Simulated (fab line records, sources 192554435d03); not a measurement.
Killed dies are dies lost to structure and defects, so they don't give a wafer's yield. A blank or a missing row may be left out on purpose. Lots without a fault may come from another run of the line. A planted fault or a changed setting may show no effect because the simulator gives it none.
A struck lot beside a sound one | flow n5_finfet | 28 steps out of a route of 1938
Sound: wafers L744.1, L744.2, L744.3. Struck: wafers L757.1, L757.3, L757.5. The cause comes at the end.
At each step with rows: each side's tool, then ch and its chambers, then its first start. Under that, the readings that differ: sound wafers | struck wafers | difference of the means | sigmas: that difference in standard deviations of wafers without a fault.
alike: readings whose means differ by less than 2 such deviations, and words and numbers that are the same on both sides. not compared: withheld readings, readings that some wafer has no value for, bounds like >300 that may hide the same value, and numbers for which the record gives no deviation and whose values overlap.
The two part at a step that has a row with sigmas, a row that says differs or no value, or rows on one side only. Numbers that don't overlap but have no deviation are shown without sigmas and don't part them. A reading that every wafer of one side lacks parts them only if that side has two wafers or more.

N5_BEOL_M13_VIA_ETCH_16: etches SiOC in C4F8/O2/Ar, target depth 921.7 nm.
  sound on rie_diel-02 ch 0,1,3, day 13 11:21; struck on rie_diel-02 ch 0,3, day 18 07:02
  alike: C4F8_flow_sccm, drypump_motor_current_A, oes_product_au, rf_vpp_V, showerhead_plenum_p_Torr, throttle_valve_pct
N5_BEOL_M13_STRIP_63: strips in N2/H2.
  sound on plasma_asher-01 ch 0,1, day 13 11:40; struck on plasma_asher-02 ch 0,1, day 18 07:17
  alike: drypump_motor_current_A, heater_power_w, oes_product_au, strip_time_to_endpoint_s
  not compared: rf_hours_counter_h
N5_BEOL_M13_STRIP_64: strips in N2/H2.
  sound on plasma_asher-01 ch 0,1, day 13 11:43; struck on plasma_asher-02 ch 0,1, day 18 07:20
  alike: drypump_motor_current_A, heater_power_w, oes_product_au, strip_time_to_endpoint_s
  not compared: rf_hours_counter_h
then, 2 steps without rows for these wafers: N5_BEOL_M13_STRIP_71 (strips in post etch residue remover, time 60 s); N5_BEOL_M13_SRD_72 (time 30 s, dry time 30 s).
N5_BEOL_M13_CD_MEAS_17: target cd 190 nm.
  sound on cd_sem-01, day 13 11:52; struck on cd_sem-02, day 18 07:31
  alike: cd_nm
then, 6 steps without rows for these wafers: N5_BEOL_M13_COAT_65 (time 60 s, resist thk 350 nm); N5_BEOL_M13_COAT_66 (time 60 s, resist thk 110 nm); N5_BEOL_M13_COAT_22 (resist thk 300 nm); N5_BEOL_M13_EBR_24; N5_BEOL_M13_SOFTBAKE_23 (time 60 s); N5_BEOL_M13_EXPOSE_25 (exposes mask M13, target cd 210 nm).
N5_BEOL_M13_PEB_26: peb time 90 s.
  sound on litho_track-04 ch 0, day 13 12:12; struck on litho_track-01 ch 0, day 18 07:53
then, 2 steps without rows for these wafers: N5_BEOL_M13_DEVELOP_27 (develop time 45 s); N5_BEOL_M13_HARDBAKE_32 (time 120 s).
N5_BEOL_M13_CD_MEAS_28: target cd 209.5 nm.
  sound on cd_sem-02 ch 0, day 13 12:19; struck on cd_sem-02 ch 0, day 18 08:00
  reading    | sound             | struck            | difference | sigmas
  cd_nm (nm) | 209.0 208.0 208.2 | 211.7 211.7 211.1 | +3.1       | +3
N5_BEOL_M13_OVL_MEAS_29:
  sound on overlay-01 ch 0, day 13 12:20; struck on overlay-01 ch 0, day 18 08:02
  alike: M13_OVL
N5_BEOL_M13_INSPECT_30: inspects for defects (macro).
  sound on defect_inspect-02, day 13 12:22; struck on defect_inspect-02, day 18 08:04
  alike: raw_defect_count
N5_BEOL_M13_DESCUM_33: chemistry O2, time 7.9 s.
  sound on rie_diel-01 ch 0,1,3, day 13 12:24; struck on rie_diel-01 ch 0,3, day 18 08:11
  reading                   | sound           | struck            | difference | sigmas
  model.BEOL_M13.cd_nm (nm) | 209 208.4 208.4 | 211.8 211.6 211.2 | +2.9       |
  alike: drypump_motor_current_A, oes_product_au, rf_vpp_V, showerhead_plenum_p_Torr, throttle_valve_pct
  not compared: rf_hours_counter_h
then, 1 step without rows for these wafers: N5_BEOL_M13_ETCH_67 (etches SiARC in CF4, target depth 143 nm, time 238.3 s).
N5_BEOL_M13_ETCH_68: etches SOC in N2/H2, time 355 s.
  sound on rie_diel-01 ch 0,1,3, day 13 12:35; struck on rie_diel-01 ch 0,3, day 18 08:22
  alike: drypump_motor_current_A, oes_product_au, rf_vpp_V, showerhead_plenum_p_Torr, throttle_valve_pct
  not compared: rf_hours_counter_h
then, 1 step without rows for these wafers: N5_BEOL_M13_STRIP_69 (strips in N2/H2).
N5_BEOL_M13_TRENCH_ETCH_34: etches SiOC in C4F8/O2/Ar, target depth 413.47 nm, time 162.6 s.
  sound on rie_diel-01 ch 0,1,3, day 13 12:48; struck on rie_diel-01 ch 0,3, day 18 08:35
  alike: C4F8_flow_sccm, drypump_motor_current_A, oes_product_au, rf_vpp_V, showerhead_plenum_p_Torr, throttle_valve_pct
  not compared: rf_hours_counter_h
then, 1 step without rows for these wafers: N5_BEOL_M13_STRIP_70 (strips in C4F8/O2/Ar).
N5_BEOL_M13_OCD_MEAS_35:
  sound on ocd-01, day 13 12:59; struck on ocd-01, day 18 08:46
  reading              | sound       | struck      | difference | sigmas
  trench_depth_nm (nm) | 418 412 403 | 405 400 401 | -9         | -2
then, 1 step without rows for these wafers: N5_BEOL_M13_STRIP_37 (strips in N2/H2).
N5_BEOL_M13_ETCH_38: etches SiCN in CF4/N2, target depth 67.5 nm, time 71.9 s.
  sound on rie_diel-01 ch 1,2,3, day 13 14:35; struck on rie_diel-02 ch 1,2, day 18 08:54
  reading                   | sound           | struck            | difference | sigmas
  model.BEOL_M13.cd_nm (nm) | 209.8 210 207.6 | 212.8 212.2 212.8 | +3.5       |
  alike: drypump_motor_current_A, oes_product_au, rf_vpp_V, showerhead_plenum_p_Torr, throttle_valve_pct
  not compared: rf_hours_counter_h
then, 1 step without rows for these wafers: N5_BEOL_M13_PRECLEAN_39 (cleans in residue remover, time 60 s).

WHERE THEY PART
First at N5_BEOL_M13_CD_MEAS_28; last, within this record, at N5_BEOL_M13_OCD_MEAS_35. Later steps at which nothing parts them and some readings are alike: N5_BEOL_M13_ETCH_38.

WHY: what the simulator had put in
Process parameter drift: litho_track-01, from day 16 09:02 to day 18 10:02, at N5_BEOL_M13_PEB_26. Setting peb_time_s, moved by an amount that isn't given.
